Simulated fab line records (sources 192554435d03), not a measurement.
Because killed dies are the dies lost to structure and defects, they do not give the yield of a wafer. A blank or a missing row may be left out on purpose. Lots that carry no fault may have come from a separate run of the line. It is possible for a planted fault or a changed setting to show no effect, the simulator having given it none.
Chamber matching -- flow n5_finfet -- pecvd-02 running N5_GATE_CUT_PECVD_57: 3 sister chambers
The step deposits SiNx from SiH4/NH3/N2, target thk 21 nm. 3 wafers are shown with their chamber, then 8 later ones without.

WAFERS PAIRED WITH THEIR CHAMBERS
wafer,chamber,throttle_valve_pct (%)
L090.5,2,36.8
L090.6,1,39.8
L092.1,0,39.7

WAFERS MISSING THEIR CHAMBER
wafer,throttle_valve_pct (%)
L092.2,36.8
L092.3,39.8
L092.4,39.6
L092.5,39.9
L092.6,36.6
L096.1,37.3
L096.3,40.5
L096.4,37.0

EACH ONE'S CHAMBER
wafer,from the rows above,in truth
L092.2,2,2
L092.3,can't be placed: 1 or 0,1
L092.4,can't be placed: 0 or 1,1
L092.5,can't be placed: 1 or 0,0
L092.6,2,2
L096.1,2,2
L096.3,can't be placed: 1 or 0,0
L096.4,2,2
Correctly placed: 4 of 8. From these rows, 4 cannot be placed; in 4 the true chamber is one of the candidates. 0 placed wrongly.
How it was worked out, from the rows above alone: a wafer's distance from a chamber is the root of the sum, over the readings, of the square of ((its reading less the chamber's mean) divided by the reading's scatter). If the next closest chamber is less than 2 further off than the closest, the wafer can't be placed; otherwise it belongs to the closest. For every chamber, the mean is computed from those of its wafers that are shown. The scatter: root of mean squared gap, hidden wafer to nearest shown wafer, with one shown wafer a chamber.
